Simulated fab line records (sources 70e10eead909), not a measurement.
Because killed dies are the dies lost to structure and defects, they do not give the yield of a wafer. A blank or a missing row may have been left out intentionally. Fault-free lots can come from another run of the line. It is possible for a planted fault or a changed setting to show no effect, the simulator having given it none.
The tool behind it: which one? + flow nandHarc + 72 wafers from 24 lots sampled at 6 of the route's 1159 steps

== WHAT THE GAUGES SHOWED, per wafer ==
NHARC_P_ZERO_WELL_CD_MEAS_11: target cd 500 nm. Usual: cdNm at 500.3 nm, with a standard deviation of 1.8.
| lot  | measured    | on       | cdNm (nm)         | flag |
|------|-------------|----------|-------------------|------|
| L074 | day 1 13:19 | cdSem-03 | 500.4 499.8 499.9 |      |
| L075 | day 1 19:07 | cdSem-01 | 498.6 497.7 501.4 |      |
| L076 | day 2 01:15 | cdSem-02 | 495.9 499.1 499.8 |      |
| L077 | day 2 07:14 | cdSem-03 | 504.3 498.3 500.4 |      |
| L078 | day 2 13:14 | cdSem-03 | 498.2 501.3 499.1 |      |
| L079 | day 2 19:14 | cdSem-03 | 499.4 500.0 498.1 |      |
| L080 | day 3 01:14 | cdSem-03 | 499.7 502.4 501.0 |      |
| L081 | day 3 07:14 | cdSem-01 | 503.7 502.5 500.5 |      |
| L082 | day 3 13:14 | cdSem-03 | 502.4 499.8 501.6 |      |
| L083 | day 3 19:16 | cdSem-01 | 499.8 500.5 503.4 |      |
| L084 | day 4 01:14 | cdSem-03 | 499.7 499.7 500.6 |      |
| L085 | day 4 07:14 | cdSem-01 | 498.5 497.5 498.3 |      |
| L086 | day 4 13:07 | cdSem-03 | 503.5 501.0 503.6 |      |
| L087 | day 4 19:07 | cdSem-03 | 500.4 501.7 502.0 |      |
| L088 | day 5 01:16 | cdSem-02 | 504.5 502.5 501.4 |      |
| L089 | day 5 07:15 | cdSem-02 | 498.4 499.1 501.2 |      |
| L090 | day 5 13:16 | cdSem-03 | 497.3 499.8 499.0 |      |
| L091 | day 5 19:14 | cdSem-01 | 502.8 500.1 498.8 |      |
| L092 | day 6 01:14 | cdSem-01 | 498.7 499.1 498.8 |      |
| L093 | day 6 07:14 | cdSem-01 | 500.6 497.3 500.6 |      |
| L094 | day 6 13:15 | cdSem-01 | 499.3 499.6 498.5 |      |
| L095 | day 6 19:14 | cdSem-01 | 498.0 499.7 500.1 |      |
| L096 | day 7 01:19 | cdSem-01 | 499.5 502.1 502.6 |      |
| L097 | day 7 07:11 | cdSem-03 | 501.0 496.3 498.6 |      |

NHARC_P_STI_CD_MEAS_09: target cd 200 nm. Usual: cdNm at 199.6 nm, with a standard deviation of 1.7.
| lot  | measured    | on       | cdNm (nm)         | flag |
|------|-------------|----------|-------------------|------|
| L074 | day 2 13:37 | cdSem-02 | 199.9 199.8 201.8 |      |
| L075 | day 2 13:46 | cdSem-03 | 200.3 199.6 201.9 |      |
| L076 | day 3 00:49 | cdSem-03 | 195.1 199.7 200.4 |      |
| L077 | day 3 05:42 | cdSem-03 | 199.4 199.0 199.4 |      |
| L078 | day 3 12:06 | cdSem-03 | 201.7 200.8 200.1 |      |
| L079 | day 3 20:19 | cdSem-02 | 201.3 199.5 202.1 |      |
| L080 | day 3 20:29 | cdSem-01 | 199.5 198.4 200.3 |      |
| L081 | day 4 05:26 | cdSem-01 | 200.9 199.7 199.5 |      |
| L082 | day 4 10:48 | cdSem-01 | 201.9 202.6 202.0 |      |
| L083 | day 4 17:31 | cdSem-03 | 198.1 198.3 199.0 |      |
| L084 | day 5 02:16 | cdSem-02 | 203.5 200.8 202.2 |      |
| L085 | day 5 02:26 | cdSem-03 | 198.8 198.3 196.8 |      |
| L086 | day 5 12:16 | cdSem-01 | 199.5 197.5 199.0 |      |
| L087 | day 5 16:30 | cdSem-03 | 196.1 198.8 197.9 |      |
| L088 | day 6 00:25 | cdSem-03 | 199.8 197.6 199.5 |      |
| L089 | day 6 08:28 | cdSem-01 | 199.4 197.6 199.0 |      |
| L090 | day 6 08:19 | cdSem-03 | 197.4 200.9 200.9 |      |
| L091 | day 6 16:38 | cdSem-03 | 200.0 199.6 199.1 |      |
| L092 | day 6 22:46 | cdSem-03 | 197.1 198.8 199.0 |      |
| L093 | day 7 07:01 | cdSem-01 | 198.7 199.2 199.1 |      |
| L094 | day 7 11:05 | cdSem-01 | 198.7 200.2 197.2 |      |
| L095 | day 7 16:58 | cdSem-02 | 202.1 202.6 199.7 |      |
| L096 | day 7 23:56 | cdSem-03 | 197.7 200.6 199.3 |      |
| L097 | day 8 04:49 | cdSem-03 | 197.2 196.6 199.2 |      |

NHARC_P_STI_OVL_MEAS_10. Usual: overlayXNm 1 nm, standard deviation 4.7; overlayYNm -1 nm, standard deviation 5.1.
| lot  | measured    | on         | overlayXNm (nm) | overlayYNm (nm) | flag |
|------|-------------|------------|-----------------|-----------------|------|
| L074 | day 2 13:42 | overlay-01 | 0 0 0           | -7 -7 -7        |      |
| L075 | day 2 13:52 | overlay-02 | -6 -7 -7        | 2 2 2           |      |
| L076 | day 3 00:54 | overlay-02 | 6 7 6           | 0 0 0           |      |
| L077 | day 3 05:47 | overlay-02 | 8 8 8           | -10 -9 -10      |      |
| L078 | day 3 12:11 | overlay-01 | 3 4 3           | -1 -1 -1        |      |
| L079 | day 3 20:24 | overlay-01 | 11 10 10        | 1 1 1           |      |
| L080 | day 3 20:34 | overlay-01 | -5 -5 -6        | -3 -4 -3        |      |
| L081 | day 4 05:31 | overlay-01 | -4 -4 -4        | 1 2 0           |      |
| L082 | day 4 10:53 | overlay-02 | 4 3 4           | -1 -1 -1        |      |
| L083 | day 4 17:36 | overlay-01 | 0 -1 0          | 8 7 8           |      |
| L084 | day 5 02:22 | overlay-02 | 3 4 3           | -8 -7 -8        |      |
| L085 | day 5 02:31 | overlay-01 | -3 -3 -2        | 5 6 6           |      |
| L086 | day 5 12:20 | overlay-02 | -1 -2 -1        | -9 -9 -9        |      |
| L087 | day 5 16:35 | overlay-01 | -2 -1 -2        | 7 6 6           |      |
| L088 | day 6 00:30 | overlay-02 | 4 4 4           | 2 2 2           |      |
| L089 | day 6 08:34 | overlay-01 | 2 2 2           | 2 2 2           |      |
| L090 | day 6 08:23 | overlay-02 | 8 8 7           | 1 1 1           |      |
| L091 | day 6 16:44 | overlay-02 | 4 3 3           | -2 -2 -3        |      |
| L092 | day 6 22:51 | overlay-01 | 2 2 3           | -1 -1 -1        |      |
| L093 | day 7 07:06 | overlay-02 | -8 -8 -8        | -8 -8 -8        |      |
| L094 | day 7 11:11 | overlay-01 | -3 -3 -3        | 2 2 1           |      |
| L095 | day 7 17:03 | overlay-01 | -3 -2 -2        | 1 1 1           |      |
| L096 | day 8 00:02 | overlay-01 | 2 3 3           | -1 -1 -1        |      |
| L097 | day 8 04:53 | overlay-01 | -1 -1 -1        | -11 -11 -11     |      |

NHARC_P_GATE_CD_MEAS_46: target cd 720 nm. Usual: cdNm at 720.8 nm, with a standard deviation of 1.7.
| lot  | measured     | on       | cdNm (nm)         | flag |
|------|--------------|----------|-------------------|------|
| L074 | day 5 08:31  | cdSem-03 | 720.6 721.2 721.5 |      |
| L075 | day 5 08:20  | cdSem-02 | 721.0 718.4 718.6 |      |
| L076 | day 5 19:07  | cdSem-02 | 721.6 723.9 723.2 |      |
| L077 | day 5 16:51  | cdSem-03 | 719.9 720.4 720.2 |      |
| L078 | day 6 12:30  | cdSem-01 | 718.0 717.5 721.6 |      |
| L079 | day 6 13:13  | cdSem-03 | 721.7 722.1 720.7 |      |
| L080 | day 6 11:38  | cdSem-01 | 723.1 723.1 720.0 |      |
| L081 | day 6 23:56  | cdSem-02 | 721.6 722.9 717.9 |      |
| L082 | day 7 04:46  | cdSem-01 | 720.3 719.6 721.2 |      |
| L083 | day 7 05:25  | cdSem-01 | 721.5 720.5 720.7 |      |
| L084 | day 7 20:41  | cdSem-01 | 719.8 719.1 722.1 |      |
| L085 | day 7 21:10  | cdSem-03 | 718.2 721.1 719.4 |      |
| L086 | day 8 07:49  | cdSem-02 | 717.8 719.5 719.7 |      |
| L087 | day 8 08:25  | cdSem-02 | 722.8 722.7 721.7 |      |
| L088 | day 8 08:32  | cdSem-01 | 721.8 723.0 719.7 |      |
| L089 | day 9 03:04  | cdSem-03 | 718.7 721.9 720.8 |      |
| L090 | day 9 02:23  | cdSem-01 | 722.9 719.0 723.1 |      |
| L091 | day 9 11:11  | cdSem-01 | 722.8 723.4 722.1 |      |
| L092 | day 9 17:39  | cdSem-03 | 718.1 718.6 721.5 |      |
| L093 | day 10 02:57 | cdSem-01 | 721.5 723.9 723.4 |      |
| L094 | day 10 06:05 | cdSem-02 | 720.4 718.8 719.5 |      |
| L095 | day 10 11:55 | cdSem-03 | 722.2 720.9 720.8 |      |
| L096 | day 10 16:50 | cdSem-01 | 720.4 718.8 719.2 |      |
| L097 | day 11 03:05 | cdSem-01 | 720.0 721.9 719.9 |      |

== TOOL THAT RAN EACH LOT (tool first, then ch and the chambers of the sampled wafers, then the start) ==
| lot  | NHARC_P_ZERO_WELL_DESCUM_13      | NHARC_P_STI_ETCH_15            |
|------|----------------------------------|--------------------------------|
| L074 | rieDiel-13 ch 1,2, day 1 13:28   | rieSi-06 ch 0,1,2, day 2 14:10 |
| L075 | rieDiel-13 ch 0,2,3, day 1 19:17 | rieSi-04 ch 0,1,3, day 2 14:20 |
| L076 | rieDiel-02 ch 0,2,3, day 2 01:25 | rieSi-06 ch 0,1,3, day 3 01:21 |
| L077 | rieDiel-13 ch 0,2, day 2 07:24   | rieSi-01 ch 0,2,3, day 3 06:16 |
| L078 | rieDiel-13 ch 0,3, day 2 13:23   | rieSi-06 ch 0,2,3, day 3 12:38 |
| L079 | rieDiel-02 ch 0,2, day 2 19:24   | rieSi-01 ch 1,2,3, day 3 21:22 |
| L080 | rieDiel-02 ch 1,2,3, day 3 01:24 | rieSi-01 ch 2,3, day 3 21:01   |
| L081 | rieDiel-02 ch 0,2,3, day 3 07:25 | rieSi-06 ch 1,2,3, day 4 05:59 |
| L082 | rieDiel-13 ch 1,2, day 3 13:23   | rieSi-04 ch 0,1,2, day 4 11:22 |
| L083 | rieDiel-13 ch 0,1, day 3 19:26   | rieSi-06 ch 0,2, day 4 18:04   |
| L084 | rieDiel-13 ch 0,1, day 4 01:24   | rieSi-06 ch 0,2,3, day 5 02:52 |
| L085 | rieDiel-13 ch 2,3, day 4 07:24   | rieSi-01 ch 1,3, day 5 03:17   |
| L086 | rieDiel-02 ch 0,3, day 4 13:17   | rieSi-04 ch 0,1, day 5 12:47   |
| L087 | rieDiel-09 ch 0,2,3, day 4 19:17 | rieSi-01 ch 0,1,3, day 5 17:02 |
| L088 | rieDiel-13 ch 1,2,3, day 5 01:25 | rieSi-04 ch 1,2,3, day 6 00:58 |
| L089 | rieDiel-09 ch 1,3, day 5 07:24   | rieSi-04 ch 1,3, day 6 09:02   |
| L090 | rieDiel-02 ch 0,1, day 5 13:26   | rieSi-06 ch 1,2, day 6 08:50   |
| L091 | rieDiel-09 ch 1,3, day 5 19:23   | rieSi-01 ch 0,3, day 6 17:11   |
| L092 | rieDiel-13 ch 0,1,3, day 6 01:24 | rieSi-01 ch 0,1, day 6 23:19   |
| L093 | rieDiel-02 ch 0,2,3, day 6 07:24 | rieSi-06 ch 0,2,3, day 7 07:34 |
| L094 | rieDiel-13 ch 1,2, day 6 13:24   | rieSi-04 ch 0,1, day 7 11:38   |
| L095 | rieDiel-09 ch 0,1,2, day 6 19:23 | rieSi-01 ch 1,2,3, day 7 17:31 |
| L096 | rieDiel-13 ch 1,2,3, day 7 01:29 | rieSi-06 ch 2,3, day 8 00:31   |
| L097 | rieDiel-09 ch 0,1, day 7 07:20   | rieSi-04 ch 0,2, day 8 05:23   |
- NHARC_P_ZERO_WELL_DESCUM_13: chemistry O2, time 3 s.
- NHARC_P_STI_ETCH_15: etches the open film in HBr/Cl2, target depth 300 nm, time 100.1 s.

== WHAT THE TOOLS THEMSELVES READ (means of the sampled wafers that have a number; where no wafer has one, the mark that the record gives instead) ==
NHARC_P_ZERO_WELL_DESCUM_13. Usual: drypumpMotorCurrentA 5.6 A, standard deviation 0.42; oesProductAu 1.000 a.u., standard deviation 0.011; rfVppV 57.8 V, standard deviation 0.81; showerheadPlenumPTorr 1.92 Torr, standard deviation 0.096; throttleValvePct 11.313 %, standard deviation 0.0083.
| lot  | tool       | drypumpMotorCurrentA (A) | oesProductAu (a.u.) | rfVppV (V) | showerheadPlenumPTorr (Torr) | throttleValvePct (%) | flag |
|------|------------|--------------------------|---------------------|------------|------------------------------|----------------------|------|
| L074 | rieDiel-13 | 5.7                      | 0.999               | 58.6       | 2.01                         | 11.313               |      |
| L075 | rieDiel-13 | 5.7                      | 1.007               | 57.7       | 1.96                         | 11.316               |      |
| L076 | rieDiel-02 | 5.3                      | 1.004               | 57.5       | 1.91                         | 11.313               |      |
| L077 | rieDiel-13 | 5.6                      | 1.005               | 58.6       | 2.01                         | 11.319               |      |
| L078 | rieDiel-13 | 5.5                      | 1.010               | 57.6       | 1.93                         | 11.303               |      |
| L079 | rieDiel-02 | 5.2                      | 0.996               | 57.6       | 1.89                         | 11.311               |      |
| L080 | rieDiel-02 | 5.7                      | 0.997               | 58.1       | 1.90                         | 11.311               |      |
| L081 | rieDiel-02 | 5.3                      | 0.999               | 58.0       | 1.91                         | 11.319               |      |
| L082 | rieDiel-13 | 5.5                      | 0.994               | 57.4       | 1.96                         | 11.311               |      |
| L083 | rieDiel-13 | 5.3                      | 1.002               | 58.4       | 1.96                         | 11.317               |      |
| L084 | rieDiel-13 | 5.3                      | 1.011               | 56.6       | 1.94                         | 11.309               |      |
| L085 | rieDiel-13 | 5.9                      | 1.006               | 57.8       | 1.89                         | 11.311               |      |
| L086 | rieDiel-02 | 5.1                      | 1.014               | 57.4       | 1.84                         | 11.310               |      |
| L087 | rieDiel-09 | 5.7                      | 0.995               | 58.1       | 1.90                         | 11.313               |      |
| L088 | rieDiel-13 | 5.7                      | 1.008               | 57.9       | 1.93                         | 11.318               |      |
| L089 | rieDiel-09 | 5.9                      | 0.994               | 57.7       | 1.91                         | 11.313               |      |
| L090 | rieDiel-02 | 5.4                      | 0.998               | 57.4       | 1.81                         | 11.308               |      |
| L091 | rieDiel-09 | 6.1                      | 0.989               | 57.8       | 1.96                         | 11.303               |      |
| L092 | rieDiel-13 | 5.5                      | 1.003               | 57.4       | 1.90                         | 11.313               |      |
| L093 | rieDiel-02 | 5.3                      | 1.002               | 57.5       | 1.91                         | 11.316               |      |
| L094 | rieDiel-13 | 5.7                      | 0.985               | 58.0       | 2.01                         | 11.318               |      |
| L095 | rieDiel-09 | 6.0                      | 0.995               | 58.3       | 1.95                         | 11.312               |      |
| L096 | rieDiel-13 | 5.7                      | 0.992               | 58.0       | 1.93                         | 11.312               |      |
| L097 | rieDiel-09 | 6.4                      | 0.989               | 58.2       | 1.89                         | 11.313               |      |

NHARC_P_STI_ETCH_15. Usual: drypumpMotorCurrentA 5.9 A, standard deviation 0.47; oesProductAu 0.998 a.u., standard deviation 0.011; throttleValvePct 26.405 %, standard deviation 0.009.
| lot  | tool     | drypumpMotorCurrentA (A) | oesProductAu (a.u.) | throttleValvePct (%) | flag |
|------|----------|--------------------------|---------------------|----------------------|------|
| L074 | rieSi-06 | 6.1                      | 1.001               | 26.401               |      |
| L075 | rieSi-04 | 5.6                      | 0.992               | 26.408               |      |
| L076 | rieSi-06 | 6.2                      | 1.003               | 26.404               |      |
| L077 | rieSi-01 | 5.9                      | 0.997               | 26.409               |      |
| L078 | rieSi-06 | 5.8                      | 0.986               | 26.410               |      |
| L079 | rieSi-01 | 6.0                      | 1.008               | 26.405               |      |
| L080 | rieSi-01 | 5.9                      | 0.995               | 26.399               |      |
| L081 | rieSi-06 | 6.1                      | 0.996               | 26.408               |      |
| L082 | rieSi-04 | 5.7                      | 0.999               | 26.401               |      |
| L083 | rieSi-06 | 5.6                      | 0.992               | 26.402               |      |
| L084 | rieSi-06 | 5.8                      | 0.982               | 26.407               |      |
| L085 | rieSi-01 | 5.9                      | 1.001               | 26.408               |      |
| L086 | rieSi-04 | 5.6                      | 0.998               | 26.409               |      |
| L087 | rieSi-01 | 5.8                      | 1.001               | 26.410               |      |
| L088 | rieSi-04 | 5.7                      | 1.005               | 26.411               |      |
| L089 | rieSi-04 | 6.1                      | 0.999               | 26.395               |      |
| L090 | rieSi-06 | 5.9                      | 0.986               | 26.406               |      |
| L091 | rieSi-01 | 5.7                      | 1.004               | 26.407               |      |
| L092 | rieSi-01 | 5.8                      | 0.999               | 26.400               |      |
| L093 | rieSi-06 | 5.9                      | 0.992               | 26.401               |      |
| L094 | rieSi-04 | 5.6                      | 1.001               | 26.408               |      |
| L095 | rieSi-01 | 6.0                      | 1.008               | 26.400               |      |
| L096 | rieSi-06 | 5.7                      | 0.989               | 26.401               |      |
| L097 | rieSi-04 | 5.3                      | 1.004               | 26.395               |      |

== THE ANSWER, worked out from the rows above alone ==
Rule: a lot counts as off when the mean over its wafers that have a number is more than 3 standard deviations away from the usual mean. Also off: a lot with no number at a reading for which 4 or more lots have one. Where the step has rows for the other lots, those lots are counted as sound. After the gauges, taken in route order, come the tools' own readings; for these a lot's mean is taken, as printed above. The first step at which some lot is off is used, and at that step the reading that is off furthest; a lot without a number counts as furthest.
None of the lots is off at any reading shown; this tells nothing.

== WHAT THE SIMULATOR HAD PUT IN ==
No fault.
